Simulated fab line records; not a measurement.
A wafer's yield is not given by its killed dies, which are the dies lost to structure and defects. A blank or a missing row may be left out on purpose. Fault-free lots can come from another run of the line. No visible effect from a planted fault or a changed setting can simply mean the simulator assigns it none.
Matching of chambers + flow n5_finfet + 4 sister chambers for N5_FIN_CUT_STRIP_24 on rie_diel-04
The step strips in CF4. 16 wafers are shown with their chamber, then 8 later ones without.

== WAFERS, EACH WITH ITS CHAMBER ==
| wafer  | chamber | drypump_motor_current_A (A) | oes_product_au (a.u.) | showerhead_plenum_p_Torr (Torr) |
|--------|---------|-----------------------------|-----------------------|---------------------------------|
| L080.1 | 1       | 4.6                         | 0.71                  | 1.84                            |
| L080.2 | 0       | 6.4                         | 0.96                  | 1.83                            |
| L080.6 | 2       | 5.4                         | 0.69                  | 1.69                            |
| L081.2 | 0       | 6.5                         | 0.94                  | 1.83                            |
| L081.3 | 2       | 5.4                         | 0.70                  | 1.69                            |
| L081.4 | 3       | 5.5                         | 0.69                  | 1.83                            |
| L083.1 | 3       | 5.5                         | 0.68                  | 1.83                            |
| L083.2 | 1       | 4.7                         | 0.71                  | 1.84                            |
| L083.5 | 0       | 6.4                         | 0.92                  | 1.83                            |
| L090.1 | 0       | 6.4                         | 0.88                  | 1.83                            |
| L090.4 | 2       | 5.4                         | 0.93                  | 1.90                            |
| L090.6 | 3       | 5.5                         | 0.94                  | 1.83                            |
| L091.1 | 3       | 5.5                         | 0.92                  | 1.83                            |
| L091.2 | 1       | 4.7                         | 0.70                  | 1.83                            |
| L091.4 | 2       | 5.4                         | 0.93                  | 1.90                            |
| L094.2 | 0       | 6.4                         | 0.87                  | 1.83                            |

SIGNATURES, as means of the wafers listed above
| reading                  | chamber 0 | chamber 1 | chamber 2 | chamber 3 | scatter within a chamber |
|--------------------------|-----------|-----------|-----------|-----------|--------------------------|
| drypump_motor_current_A  | 6.420     | 4.667     | 5.400     | 5.500     | 0.035                    |
| oes_product_au           | 0.9140    | 0.7067    | 0.8125    | 0.8075    | 0.101                    |
| showerhead_plenum_p_Torr | 1.8300    | 1.8367    | 1.7950    | 1.8300    | 0.0607                   |
Rule: a wafer lies at a distance from a chamber equal to the root of the sum of squares, over the readings, of (its reading less the chamber's mean, divided by the reading's scatter). If the next closest chamber is less than 2 further off than the closest, the wafer can't be placed; otherwise it belongs to the closest. The scatter: take each reading less its chamber's mean, square it, sum over the shown wafers, divide by the number of wafers less the number of chambers, and take the root.

== WAFERS WITHOUT THEIR CHAMBER ==
| wafer  | drypump_motor_current_A (A) | oes_product_au (a.u.) | showerhead_plenum_p_Torr (Torr) |
|--------|-----------------------------|-----------------------|---------------------------------|
| L094.4 | 4.6                         | 0.69                  | 1.83                            |
| L094.5 | 4.7                         | 0.69                  | 1.83                            |
| L096.1 | 4.7                         | 0.69                  | 1.83                            |
| L096.2 | 5.4                         | 0.89                  | 1.89                            |
| L096.4 | 5.5                         | 0.89                  | 1.83                            |
| L097.1 | 5.4                         | 0.89                  | 1.89                            |
| L097.4 | 6.4                         | 0.86                  | 1.82                            |
| L097.6 | 4.7                         | 0.69                  | 1.83                            |

== WHICH CHAMBER EACH ONE RAN IN ==
| wafer  | from the rows above     | in truth |
|--------|-------------------------|----------|
| L094.4 | 1                       | 1        |
| L094.5 | 1                       | 1        |
| L096.1 | 1                       | 1        |
| L096.2 | can't be placed: 2 or 3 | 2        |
| L096.4 | 3                       | 3        |
| L097.1 | can't be placed: 2 or 3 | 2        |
| L097.4 | 0                       | 0        |
| L097.6 | 1                       | 1        |
6 of 8 placed correctly. Not placeable from these rows: 2 (in 2, the candidates include the true chamber). Number placed wrongly: 0.
